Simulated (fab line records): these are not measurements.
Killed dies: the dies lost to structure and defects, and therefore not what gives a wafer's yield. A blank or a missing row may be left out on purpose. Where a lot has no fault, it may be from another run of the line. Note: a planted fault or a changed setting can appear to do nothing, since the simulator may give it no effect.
fab line records	flow n5Finfet
record: lots: 24	wafers: 72	lastDay: 18
route steps=1938 shown PMOS_HMC_CHANNEL_EPI@66 FIN_SAQP@96
lots untouched by any fault: they come from a run of this same line in which no faults occurred
startH: the number of hours between the record's first day and the start of the first shown wafer of the lot	waitH: hours from the lot's prior step to this one	" same as the row above	L1.1+2: a row that stands for several wafers	- either no value or no given start	* or withheld: withheld	< > ~ a bound
route shown NAME@n: names a module that has steps shown in the file, with the first one's number in the route	usual: mean/standard deviation taken from wafers without a fault	same: alike in all rows	chamber/n: place in a boat	sites: each site's reading	_std_site: the standard deviation of these	_edge_site: inner sites' mean taken away from outer sites' mean	radiusMm: for every site, how far away it sits from the centre of the wafer	mask NAME#n: copy n	behind: the last tool/chamber to shape the wafer	hold: the reason the lot was held/the length of the hold in hours/how it ended	device: which transistor (n, p or np) failed to switch	end of line: the route-end tests of the same wafers	a step given without rows: its recipe and nothing more	killed: not the wafer's yield, but the dies lost to structure and defects at the first sort	map: dies across one wafer; x = killed, . = not, _ = none there
set.NAME: the run value of the setting; set.NAME@STEP: its run value at that earlier step	model.NAME: the simulator's own value behind a step, which no gauge read
one table for each step of the route and one row for each wafer, over a sample of lots
services: a tool's chamber out of use, with start hour (startH, from the record's first day; less than 0 if before it), hours out, and reason
== steps ==
step: N5_PMOS_HMC_CHANNEL_EPI_OVL_MEAS_10
recipe: pointsPerWafer: 44
usual: PMOS_HMC_BLK_OVL: -0.1/0.78
lot.wafer	tool	chamber	startH	waitH	PMOS_HMC_BLK_OVL[nm]
L074.1	overlay-01	0	17.31	0.0	-0.3
L074.3	"	0	"	"	0.0
L074.6	"	0	"	"	-0.9
L075.1	overlay-01	0	23.28	0.0	0.3
L075.3	"	0	"	"	0.1
L075.4	"	0	"	"	0.4
L076.1	overlay-01	0	29.17	0.0	-0.8
L076.3	"	0	"	"	0.2
L076.6	"	0	"	"	-0.1
L077.1	overlay-01	0	35.58	0.0	0.0
L077.3	"	0	"	"	0.7
L077.6	"	0	"	"	-0.1
L078.2	overlay-01	0	42.28	0.0	0.4
L078.4	"	0	"	"	0.4
L078.5	"	0	"	"	0.9
L079.1	overlay-01	0	48.77	0.0	-1.0
L079.3	"	0	"	"	-0.2
L079.4	"	0	"	"	-0.4
L080.2	overlay-02	0	53.38	0.0	0.9
L080.4	"	0	"	"	0.1
L080.5	"	0	"	"	0.2
L081.1	overlay-01	0	59.27	0.0	-0.7
L081.4	"	0	"	"	-0.5
L081.5	"	0	"	"	-0.5
L082.1	overlay-02	0	65.15	0.0	-0.5
L082.3	"	0	"	"	-0.2
L082.5	"	0	"	"	-0.6
L083.1	overlay-02	0	71.00	0.0	-1.2
L083.5	"	0	"	"	0.1
L083.6	"	0	"	"	-0.5
L084.2	overlay-02	0	77.52	0.0	1.1
L084.3	"	0	"	"	0.7
L084.5	"	0	"	"	1.3
L085.3	overlay-02	0	83.39	0.0	-0.3
L085.5	"	0	"	"	-0.7
L085.6	"	0	"	"	-1.4
L086.1	overlay-01	0	89.41	0.0	-0.5
L086.3	"	0	"	"	-0.4
L086.4	"	0	"	"	1.1
L087.2	overlay-01	0	95.04	0.0	2.0
L087.3	"	0	"	"	0.1
L087.5	"	0	"	"	0.5
L088.1	overlay-01	0	101.50	0.0	-0.6
L088.4	"	0	"	"	-0.2
L088.5	"	0	"	"	-1.2
L089.1	overlay-01	0	107.09	0.0	-0.4
L089.5	"	0	"	"	-0.5
L089.6	"	0	"	"	0.6
L090.1	overlay-02	0	113.98	0.0	-1.2
L090.3	"	0	"	"	-0.3
L090.5	"	0	"	"	-0.5
L091.3	overlay-02	0	119.30	0.0	1.6
L091.4	"	0	"	"	1.0
L091.6	"	0	"	"	0.4
L092.3	overlay-01	0	126.97	0.0	-1.2
L092.4	"	0	"	"	-0.1
L092.6	"	0	"	"	-0.5
L093.3	overlay-01	0	137.63	0.0	-0.7
L093.4	"	0	"	"	0.0
L093.6	"	0	"	"	-0.7
L094.1	overlay-01	0	138.60	0.0	-0.6
L094.5	"	0	"	"	0.2
L094.6	"	0	"	"	0.2
L095.2	overlay-02	0	143.96	0.0	0.7
L095.4	"	0	"	"	0.2
L095.6	"	0	"	"	0.4
L096.1	overlay-01	0	148.91	0.0	-0.4
L096.5	"	0	"	"	0.6
L096.6	"	0	"	"	-0.7
L097.1	overlay-01	0	154.89	0.0	0.8
L097.2	"	0	"	"	1.7
L097.3	"	0	"	"	0.8
step: N5_FIN_SAQP_HM_DEP_03
recipe: material: SiNx	targetThkA: 380	tempC: 400	precursor: SiH4/NH3/N2	pressureTorr: 1.5	rfW: 300	timeS: 33.6
usual: heaterPowerW: 757/96	showerheadPlenumPTorr: 5.12/0.073	throttleValvePct: 40/3.3
lot.wafer	tool	chamber	startH	waitH	heaterPowerW	showerheadPlenumPTorr	throttleValvePct
L074.1	pecvd-04	2	21.19	0.2	781	5.11	36
L074.3	"	0	"	"	738	5.14	42
L074.6	"	0	"	"	751	5.14	42
L075.1	pecvd-04	1	28.84	0.2	758	5.11	39
L075.3	"	2	"	"	772	5.10	36
L075.4	"	1	"	"	751	5.11	39
L076.1	pecvd-01	0	32.54	0.2	685	5.04	38
L076.3	"	1	"	"	808	5.05	47
L076.6	"	2	"	"	754	5.27	39
L077.1	pecvd-04	0	39.27	0.2	892	5.14	42
L077.3	"	2	"	"	713	5.11	36
L077.6	"	2	"	"	717	5.10	36
L078.2	pecvd-01	2	45.66	0.2	634	5.26	39
L078.4	"	0	"	"	748	5.05	38
L078.5	"	1	"	"	813	5.06	47
L079.1	pecvd-04	0	52.96	0.2	858	5.13	42
L079.3	"	2	"	"	666	5.10	36
L079.4	"	0	"	"	857	5.13	42
L080.2	pecvd-04	2	57.96	0.2	737	5.09	36
L080.4	"	2	"	"	740	5.10	36
L080.5	"	0	"	"	854	5.13	42
L081.1	pecvd-01	0	63.01	0.2	762	5.05	39
L081.4	"	2	"	"	657	5.25	39
L081.5	"	1	"	"	869	5.06	47
L082.1	pecvd-01	2	68.57	0.2	805	5.27	40
L082.3	"	1	"	"	712	5.05	47
L082.5	"	1	"	"	709	5.05	47
L083.1	pecvd-03	1	74.90	0.2	531	5.11	39
L083.5	"	2	"	"	635	5.19	37
L083.6	"	1	"	"	531	5.10	39
L084.2	pecvd-03	1	81.34	0.2	611	5.11	39
L084.3	"	0	"	"	858	5.09	42
L084.5	"	0	"	"	834	5.10	42
L085.3	pecvd-01	2	86.73	0.1	785	5.25	40
L085.5	"	1	"	"	882	5.04	47
L085.6	"	2	"	"	805	5.27	39
L086.1	pecvd-01	1	93.12	0.2	758	5.05	47
L086.3	"	2	"	"	781	5.27	40
L086.4	"	1	"	"	784	5.07	47
L087.2	pecvd-04	0	98.39	0.2	779	5.12	42
L087.3	"	2	"	"	694	5.10	36
L087.5	"	2	"	"	702	5.09	36
L088.1	pecvd-04	2	105.63	0.2	728	5.09	36
L088.4	"	0	"	"	859	5.13	42
L088.5	"	1	"	"	814	5.11	39
L089.1	pecvd-01	1	111.18	0.2	850	5.06	47
L089.5	"	1	"	"	873	5.06	47
L089.6	"	0	"	"	686	5.05	39
L090.1	pecvd-01	1	118.11	0.2	881	5.05	47
L090.3	"	0	"	"	686	5.05	39
L090.5	"	0	"	"	667	5.05	39
L091.3	pecvd-04	0	125.01	0.1	907	5.12	42
L091.4	"	1	"	"	826	5.11	39
L091.6	"	0	"	"	884	5.13	42
L092.3	pecvd-01	2	130.92	0.2	771	5.26	40
L092.4	"	1	"	"	815	5.05	47
L092.6	"	0	"	"	702	5.04	39
L093.3	pecvd-03	0	141.48	0.1	961	5.11	42
L093.4	"	0	"	"	971	5.09	42
L093.6	"	1	"	"	581	5.11	39
L094.1	pecvd-01	0	142.47	0.2	684	5.04	39
L094.5	"	2	"	"	659	5.26	40
L094.6	"	1	"	"	865	5.06	47
L095.2	pecvd-01	2	147.45	0.2	805	5.26	40
L095.4	"	0	"	"	783	5.05	39
L095.6	"	1	"	"	884	5.06	47
L096.1	pecvd-01	1	153.57	0.2	818	5.05	47
L096.5	"	0	"	"	714	5.04	39
L096.6	"	1	"	"	835	5.05	47
L097.1	pecvd-03	1	158.47	0.2	613	5.11	39
L097.2	"	0	"	"	950	5.08	42
L097.3	"	2	"	"	601	5.20	37
step: N5_FIN_SAQP_ETCH_65
recipe: chemistry: CF4	target: SiO2	targetDepthA: 40	ionEnergyEv: 350	timeS: 4.4	pressureMtorr: 10	icpW: 800	biasW: 400	cf4FlowSccm: 80
usual: drypumpMotorCurrentA: 5.9/0.43	heBacksideLeakSccm: 2.76/0.16	oesProductAu: 0.996/0.022	throttleValvePct: 21.74/0.23
lot.wafer	tool	chamber	startH	waitH	drypumpMotorCurrentA	heBacksideLeakSccm	oesProductAu	rfHoursCounterH	throttleValvePct
L074.1	rieSi-06	2	24.28	0.1	5.6	2.78	0.981	103	21.70
L074.3	"	0	"	"	6.0	2.91	0.964	53	21.46
L074.6	"	1	"	"	6.5	2.67	0.987	-	21.90
L075.1	rieSi-06	3	31.97	0.1	5.7	2.86	1.043	129	21.90
L075.3	"	2	"	"	5.6	2.76	0.991	103	21.69
L075.4	"	1	"	"	6.5	2.47	0.997	55	21.91
L076.1	rieSi-06	0	35.74	0.1	6.0	2.86	0.959	53	21.47
L076.3	"	3	"	"	5.7	2.82	1.028	129	21.87
L076.6	"	3	"	"	5.7	2.84	1.032	-	21.86
L077.1	rieSi-06	0	42.39	0.1	6.0	2.91	0.977	53	21.46
L077.3	"	1	"	"	6.5	2.62	0.998	55	21.89
L077.6	"	3	"	"	5.7	2.79	1.039	-	21.86
L078.2	rieSi-04	1	49.15	0.1	6.4	2.57	0.988	5	21.43
L078.4	"	0	"	"	5.8	2.76	0.962	78	22.21
L078.5	"	3	"	"	5.8	2.73	0.991	-	22.18
L079.1	rieSi-06	3	57.41	0.1	5.7	2.88	1.039	129	21.89
L079.3	"	2	"	"	5.7	2.88	0.992	104	21.69
L079.4	"	0	"	"	6.0	2.99	0.955	53	21.47
L080.2	rieSi-06	1	61.73	0.1	6.5	2.47	0.999	55	21.91
L080.4	"	2	"	"	5.6	2.93	0.993	104	21.70
L080.5	"	0	"	"	6.0	2.94	0.964	-	21.46
L081.1	rieSi-06	0	66.31	0.1	6.0	3.01	0.962	53	21.47
L081.4	"	2	"	"	5.6	2.96	0.991	104	21.69
L081.5	"	0	"	"	6.0	2.84	0.966	-	21.48
L082.1	rieSi-06	2	71.60	0.1	5.6	2.83	0.988	104	21.69
L082.3	"	3	"	"	5.7	2.70	1.037	129	21.88
L082.5	"	2	"	"	5.6	2.73	0.983	-	21.68
L083.1	rieSi-01	1	78.43	0.1	5.3	2.73	1.034	2	21.66
L083.5	"	0	"	"	5.3	2.78	1.011	-	21.80
L083.6	"	3	"	"	6.7	3.04	0.992	-	21.80
L084.2	rieSi-06	2	84.32	0.1	5.6	2.72	0.978	104	21.70
L084.3	"	0	"	"	5.9	2.82	0.952	54	21.47
L084.5	"	2	"	"	5.6	2.84	0.978	-	21.68
L085.3	rieSi-04	0	90.60	0.1	5.8	2.67	0.978	79	22.21
L085.5	"	2	"	"	5.5	2.70	1.011	-	21.63
L085.6	"	1	"	"	6.4	2.57	0.991	-	21.43
L086.1	rieSi-06	0	97.31	0.1	6.0	2.83	0.969	54	21.47
L086.3	"	3	"	"	5.7	2.67	1.034	130	21.88
L086.4	"	1	"	"	6.5	2.56	1.002	56	21.91
L087.2	rieSi-04	3	103.47	0.1	5.8	2.54	1.005	189	22.19
L087.3	"	0	"	"	5.8	2.70	0.978	79	22.23
L087.5	"	1	"	"	6.4	2.63	1.005	-	21.43
L088.1	rieSi-06	0	109.07	0.1	6.0	2.92	0.958	54	21.46
L088.4	"	2	"	"	5.5	2.57	0.986	105	21.68
L088.5	"	0	"	"	6.0	2.81	0.953	-	21.47
L089.1	rieSi-01	1	114.09	0.1	5.3	2.71	1.012	2	21.65
L089.5	"	0	"	"	5.3	2.87	1.014	-	21.81
L089.6	"	1	"	"	5.3	2.68	1.026	-	21.66
L090.1	rieSi-01	0	122.94	0.1	5.3	2.91	1.019	132	21.82
L090.3	"	1	"	"	5.3	2.60	1.032	3	21.67
L090.5	"	3	"	"	6.7	2.98	0.984	-	21.82
L091.3	rieSi-01	2	127.92	0.1	5.7	2.28	0.997	49	21.37
L091.4	"	0	"	"	5.2	2.98	1.017	132	21.81
L091.6	"	1	"	"	5.3	2.76	1.034	-	21.67
L092.3	rieSi-06	0	134.15	0.1	6.0	2.97	0.951	55	21.45
L092.4	"	3	"	"	5.7	2.90	1.026	131	21.87
L092.6	"	3	"	"	5.6	2.93	1.028	-	21.87
L093.3	rieSi-04	0	144.50	0.1	5.8	2.77	0.981	80	22.22
L093.4	"	0	"	"	5.8	2.81	0.984	-	22.22
L093.6	"	1	"	"	6.4	2.51	0.983	-	21.44
L094.1	rieSi-06	3	145.73	0.1	5.6	2.94	1.016	131	21.87
L094.5	"	2	"	"	5.6	2.91	0.975	-	21.67
L094.6	"	3	"	"	5.7	2.95	1.016	-	21.88
L095.2	rieSi-01	0	150.42	0.1	5.2	2.98	1.003	133	21.81
L095.4	"	1	"	"	5.2	2.63	1.025	3	21.65
L095.6	"	0	"	"	5.2	2.92	1.001	-	21.81
L096.1	rieSi-04	3	158.89	0.1	5.8	2.65	1.012	191	22.19
L096.5	"	1	"	"	6.3	2.68	0.992	-	21.42
L096.6	"	0	"	"	5.8	2.80	0.970	-	22.21
L097.1	rieSi-01	1	161.62	0.1	5.3	2.57	1.010	3	21.67
L097.2	"	2	"	"	5.7	2.50	1.001	49	21.38
L097.3	"	3	"	"	6.7	2.95	0.984	81	21.79
step: N5_FIN_SAQP_RECESS_71
recipe: chemistry: HF/NH3	target: SiO2	targetDepthA: 30	afsCycles: 1	tempC: 30	sublimationTempC: 180	sublimationTimeS: 60
usual: drypumpMotorCurrentA: 5.7/0.53
lot.wafer	tool	chamber	startH	waitH	drypumpMotorCurrentA
L074.1	vaporEtch-01	1	25.01	0.0	6.2
L074.3	"	1	"	"	6.2
L074.6	"	1	"	"	6.2
L075.1	vaporEtch-01	1	32.82	0.0	6.2
L075.3	"	1	"	"	6.2
L075.4	"	0	"	"	5.1
L076.1	vaporEtch-01	1	36.48	0.0	6.2
L076.3	"	1	"	"	6.2
L076.6	"	0	"	"	5.1
L077.1	vaporEtch-01	1	43.22	0.0	6.2
L077.3	"	0	"	"	5.1
L077.6	"	1	"	"	6.2
L078.2	vaporEtch-02	0	49.87	0.0	6.3
L078.4	"	0	"	"	6.3
L078.5	"	0	"	"	6.3
L079.1	vaporEtch-01	1	58.35	0.0	6.2
L079.3	"	1	"	"	6.2
L079.4	"	0	"	"	5.1
L080.2	vaporEtch-02	1	62.55	0.0	5.5
L080.4	"	0	"	"	6.3
L080.5	"	0	"	"	6.3
L081.1	vaporEtch-01	1	67.04	0.0	6.2
L081.4	"	0	"	"	5.1
L081.5	"	0	"	"	5.1
L082.1	vaporEtch-02	1	72.32	0.0	5.5
L082.3	"	1	"	"	5.5
L082.5	"	0	"	"	6.3
L083.1	vaporEtch-01	0	79.15	0.0	5.0
L083.5	"	0	"	"	5.1
L083.6	"	1	"	"	6.2
L084.2	vaporEtch-01	0	85.04	0.0	5.1
L084.3	"	1	"	"	6.2
L084.5	"	1	"	"	6.2
L085.3	vaporEtch-01	1	91.36	0.1	6.2
L085.5	"	0	"	"	5.1
L085.6	"	1	"	"	6.2
L086.1	vaporEtch-02	1	98.10	0.0	5.5
L086.3	"	1	"	"	5.5
L086.4	"	0	"	"	6.3
L087.2	vaporEtch-01	0	104.19	0.0	5.1
L087.3	"	1	"	"	6.2
L087.5	"	0	"	"	5.1
L088.1	vaporEtch-01	0	109.91	0.2	5.1
L088.4	"	1	"	"	6.2
L088.5	"	0	"	"	5.1
L089.1	vaporEtch-01	0	114.82	0.0	5.1
L089.5	"	0	"	"	5.1
L089.6	"	1	"	"	6.2
L090.1	vaporEtch-01	1	123.66	0.0	6.2
L090.3	"	1	"	"	6.2
L090.5	"	1	"	"	6.2
L091.3	vaporEtch-02	1	128.81	0.1	5.5
L091.4	"	0	"	"	6.2
L091.6	"	1	"	"	5.5
L092.3	vaporEtch-02	1	134.92	0.1	5.5
L092.4	"	0	"	"	6.2
L092.6	"	0	"	"	6.2
L093.3	vaporEtch-01	1	145.28	0.1	6.2
L093.4	"	0	"	"	5.0
L093.6	"	0	"	"	5.1
L094.1	vaporEtch-01	1	146.45	0.0	6.2
L094.5	"	1	"	"	6.2
L094.6	"	0	"	"	5.1
L095.2	vaporEtch-02	0	151.14	0.0	6.2
L095.4	"	1	"	"	5.5
L095.6	"	1	"	"	5.5
L096.1	vaporEtch-01	1	159.65	0.0	6.2
L096.5	"	0	"	"	5.1
L096.6	"	1	"	"	6.2
L097.1	vaporEtch-02	0	162.35	0.0	6.3
L097.2	"	1	"	"	5.5
L097.3	"	0	"	"	6.3
step: N5_FIN_SAQP_CD_MEAS_31
recipe: targetCdNm: 8	landingEnergyEv: 1000	detector: seInlens	polarity: line
usual: cdNm: 8.13/0.21
same: landingEnergyEv: 1000
lot.wafer	tool	chamber	startH	waitH	cdNm
L074.1	cdSem-01	0	25.83	0.1	8.13
L074.3	"	0	"	"	8.63
L074.6	"	0	"	"	8.31
L075.1	cdSem-03	0	33.59	0.1	8.23
L075.3	"	0	"	"	8.31
L075.4	"	0	"	"	8.15
L076.1	cdSem-02	0	37.14	0.1	8.31
L076.3	"	0	"	"	8.11
L076.6	"	0	"	"	8.40
L077.1	cdSem-01	0	43.91	0.1	7.93
L077.3	"	0	"	"	8.14
L077.6	"	0	"	"	8.34
L078.2	cdSem-02	0	50.54	0.1	8.03
L078.4	"	0	"	"	8.01
L078.5	"	0	"	"	8.00
L079.1	cdSem-03	0	59.19	0.1	8.12
L079.3	"	0	"	"	7.71
L079.4	"	0	"	"	8.13
L080.2	cdSem-02	0	63.29	0.1	7.98
L080.4	"	0	"	"	8.17
L080.5	"	0	"	"	8.03
L081.1	cdSem-01	0	67.70	0.1	8.22
L081.4	"	0	"	"	7.70
L081.5	"	0	"	"	8.26
L082.1	cdSem-02	0	73.96	0.1	7.96
L082.3	"	0	"	"	8.12
L082.5	"	0	"	"	8.31
L083.1	cdSem-01	0	79.82	0.1	8.13
L083.5	"	0	"	"	8.04
L083.6	"	0	"	"	8.39
L084.2	cdSem-03	0	85.74	0.1	8.13
L084.3	"	0	"	"	8.39
L084.5	"	0	"	"	8.23
L085.3	cdSem-03	0	92.96	0.1	8.59
L085.5	"	0	"	"	8.40
L085.6	"	0	"	"	7.97
L086.1	cdSem-01	0	98.91	0.1	8.35
L086.3	"	0	"	"	8.53
L086.4	"	0	"	"	8.08
L087.2	cdSem-03	0	105.43	0.1	8.31
L087.3	"	0	"	"	7.99
L087.5	"	0	"	"	8.00
L088.1	cdSem-01	0	110.57	0.1	8.27
L088.4	"	0	"	"	7.99
L088.5	"	0	"	"	8.12
L089.1	cdSem-01	0	115.48	0.1	7.91
L089.5	"	0	"	"	8.33
L089.6	"	0	"	"	8.12
L090.1	cdSem-01	0	124.42	0.1	8.18
L090.3	"	0	"	"	8.35
L090.5	"	0	"	"	7.92
L091.3	cdSem-01	0	129.46	0.1	8.14
L091.4	"	0	"	"	8.07
L091.6	"	0	"	"	8.29
L092.3	cdSem-02	0	135.71	0.2	8.07
L092.4	"	0	"	"	7.83
L092.6	"	0	"	"	8.44
L093.3	cdSem-03	0	145.91	0.1	8.11
L093.4	"	0	"	"	7.96
L093.6	"	0	"	"	8.40
L094.1	cdSem-03	0	147.12	0.1	8.74
L094.5	"	0	"	"	8.20
L094.6	"	0	"	"	7.86
L095.2	cdSem-01	0	151.81	0.1	7.89
L095.4	"	0	"	"	8.06
L095.6	"	0	"	"	8.02
L096.1	cdSem-01	0	160.31	0.1	8.17
L096.5	"	0	"	"	7.89
L096.6	"	0	"	"	8.59
L097.1	cdSem-03	0	163.01	0.1	8.25
L097.2	"	0	"	"	8.42
L097.3	"	0	"	"	8.15
step: N5_FIN_SAQP_FIN_ETCH_36
recipe: chemistry: HBr/Cl2/O2	targetDepthA: 1200	maskMaterial: SiNx	timeS: 50.4	biasW: 102	pressureMtorr: 10	icpW: 800	HBr_flow_sccm: 150	Cl2_flow_sccm: 80	O2_flow_sccm: 12
usual: O2_flow_sccm: 12.00/0.036	drypumpMotorCurrentA: 5.8/0.42	heBacksideLeakSccm: 2.76/0.19	oesProductAu: 0.999/0.02	throttleValvePct: 35.97/0.22
lot.wafer	tool	chamber	startH	waitH	O2_flow_sccm	drypumpMotorCurrentA	heBacksideLeakSccm	oesProductAu	rfHoursCounterH	throttleValvePct
L074.1	rieSi-06	0	26.17	0.0	12.01	6.0	2.89	0.971	53	35.69
L074.3	"	3	"	"	11.99	5.7	2.80	1.035	129	36.13
L074.6	"	1	"	"	12.07	6.6	2.70	1.008	-	35.99
L075.1	rieSi-06	2	33.94	0.0	12.00	5.6	2.96	1.000	103	35.81
L075.3	"	0	"	"	11.95	5.9	3.03	0.965	53	35.68
L075.4	"	3	"	"	11.97	5.7	2.97	1.033	129	36.13
L076.1	rieSi-06	2	37.48	0.0	12.05	5.5	2.80	0.993	103	35.81
L076.3	"	0	"	"	12.06	5.9	2.85	0.966	53	35.68
L076.6	"	0	"	"	12.05	5.9	2.92	0.964	-	35.71
L077.1	rieSi-01	0	44.37	0.0	11.93	5.3	2.92	1.004	131	36.20
L077.3	"	3	"	"	11.93	6.6	3.02	0.980	79	36.25
L077.6	"	1	"	"	11.94	5.3	2.70	1.012	-	35.96
L078.2	rieSi-01	2	50.87	0.0	12.03	5.7	2.30	0.982	47	35.65
L078.4	"	1	"	"	11.99	5.3	2.73	1.032	-	35.94
L078.5	"	3	"	"	12.01	6.7	2.99	0.975	-	36.26
L079.1	rieSi-06	1	59.59	0.0	12.00	6.5	2.72	1.008	55	35.98
L079.3	"	3	"	"	11.99	5.7	2.93	1.032	129	36.10
L079.4	"	0	"	"	11.99	6.0	2.96	0.972	53	35.69
L080.2	rieSi-04	1	63.63	0.0	11.99	6.4	2.71	0.981	5	35.96
L080.4	"	2	"	"	12.02	5.5	2.71	1.009	4	35.80
L080.5	"	2	"	"	12.00	5.5	2.71	1.004	-	35.77
L081.1	rieSi-06	1	68.10	0.0	11.95	6.5	2.58	1.004	55	35.98
L081.4	"	0	"	"	12.08	6.0	3.00	0.963	53	35.70
L081.5	"	0	"	"	12.02	6.0	2.98	0.963	-	35.70
L082.1	rieSi-01	1	74.30	0.0	11.99	5.4	2.75	1.015	2	35.94
L082.3	"	3	"	"	11.96	6.6	3.13	0.992	79	36.25
L082.5	"	1	"	"	11.97	5.3	2.79	1.017	-	35.94
L083.1	rieSi-01	1	80.15	0.0	11.99	5.3	2.64	1.026	2	35.94
L083.5	"	1	"	"	12.00	5.3	2.67	1.024	-	35.95
L083.6	"	0	"	"	11.95	5.3	2.81	1.015	-	36.16
L084.2	rieSi-06	1	86.13	0.0	12.02	6.5	2.51	0.997	56	35.99
L084.3	"	0	"	"	12.05	6.0	2.97	0.964	54	35.69
L084.5	"	2	"	"	11.99	5.6	2.75	0.987	-	35.81
L085.3	rieSi-01	0	93.29	0.0	12.00	5.3	3.01	1.007	132	36.17
L085.5	"	2	"	"	12.03	5.7	2.40	0.986	-	35.62
L085.6	"	1	"	"	12.02	5.3	2.57	1.017	-	35.95
L086.1	rieSi-04	1	99.40	0.0	12.08	6.4	2.59	0.989	6	35.94
L086.3	"	0	"	"	11.96	5.8	2.69	0.982	79	36.37
L086.4	"	2	"	"	12.00	5.5	2.82	1.000	4	35.79
L087.2	rieSi-06	3	105.77	0.0	11.96	5.6	2.96	1.022	130	36.14
L087.3	"	1	"	"	11.95	6.5	2.79	0.998	56	36.01
L087.5	"	2	"	"	12.00	5.6	2.94	0.978	-	35.81
L088.1	rieSi-01	3	110.97	0.0	12.03	6.7	3.03	0.989	80	36.24
L088.4	"	0	"	"	12.04	5.2	2.89	1.006	132	36.19
L088.5	"	1	"	"	11.95	5.3	2.53	1.014	-	35.95
L089.1	rieSi-04	2	115.82	0.0	12.06	5.5	2.69	0.996	5	35.78
L089.5	"	2	"	"	11.99	5.5	2.80	1.007	-	35.79
L089.6	"	3	"	"	11.98	5.8	2.46	1.005	-	36.23
L090.1	rieSi-06	2	124.81	0.0	11.98	5.6	2.87	1.001	105	35.78
L090.3	"	0	"	"	12.00	6.0	2.84	0.954	55	35.71
L090.5	"	0	"	"	12.00	6.0	2.98	0.964	-	35.70
L091.3	rieSi-01	3	129.87	0.0	12.03	6.7	3.03	0.985	80	36.26
L091.4	"	0	"	"	11.98	5.3	2.91	1.015	132	36.16
L091.6	"	1	"	"	11.99	5.3	2.57	1.018	-	35.92
L092.3	rieSi-06	1	136.04	0.0	11.96	6.5	2.48	1.002	57	36.00
L092.4	"	2	"	"	12.03	5.6	2.85	0.981	105	35.82
L092.6	"	2	"	"	12.02	5.6	2.85	0.979	-	35.80
L093.3	rieSi-01	3	146.24	0.0	12.00	6.7	2.93	0.996	80	36.24
L093.4	"	1	"	"	12.00	5.3	2.71	1.017	3	35.93
L093.6	"	2	"	"	11.94	5.8	2.41	0.987	-	35.64
L094.1	rieSi-06	2	147.45	0.0	11.92	5.6	2.86	0.988	105	35.81
L094.5	"	0	"	"	12.04	6.0	2.97	0.953	-	35.70
L094.6	"	3	"	"	12.00	5.7	2.96	1.026	-	36.13
L095.2	rieSi-04	0	152.14	0.0	12.03	5.8	2.83	0.980	80	36.35
L095.4	"	3	"	"	12.03	5.8	2.60	1.000	-	36.24
L095.6	"	1	"	"	11.89	6.3	2.61	0.994	-	35.96
L096.1	rieSi-04	3	160.87	0.0	12.03	5.8	2.49	0.998	191	36.27
L096.5	"	2	"	"	12.00	5.5	2.78	1.002	-	35.78
L096.6	"	3	"	"	11.96	5.8	2.64	1.006	-	36.26
L097.1	rieSi-04	0	163.35	0.0	12.02	5.8	2.74	0.991	81	36.36
L097.2	"	1	"	"	11.99	6.4	2.60	0.996	7	35.94
L097.3	"	3	"	"	11.97	5.8	2.61	1.001	191	36.25
== services ==
tool	chamber	startH	hours	kind
rieSi-04	3	0.09	9.4	repair
rieSi-04	0	5.28	8.0	repair
pecvd-03	2	21.12	-	clean
pecvd-03	2	21.12	-	consumableReplace:showerhead
pecvd-03	2	21.12	29.0	scheduledDown
pecvd-03	2	21.12	29.0	ventCycle
vaporEtch-02	-	33.94	0.8	repair
rieSi-01	-	45.46	0.5	repair
rieSi-06	0	46.11	1.2	repair
pecvd-01	-	46.77	0.6	repair
rieSi-01	0	49.64	3.3	repair
pecvd-03	0	65.04	5.5	scheduledDown
pecvd-03	0	71.67	5.5	scheduledDown
pecvd-01	1	77.92	5.5	scheduledDown
pecvd-01	1	83.71	2.1	scheduledDown
rieSi-01	-	95.57	4.3	pm
rieSi-04	1	129.85	13.3	repair
rieSi-04	2	130.62	24.5	repair
rieSi-04	0	133.50	2.9	repair
pecvd-03	-	142.42	14.6	pm
== key ==
fault none
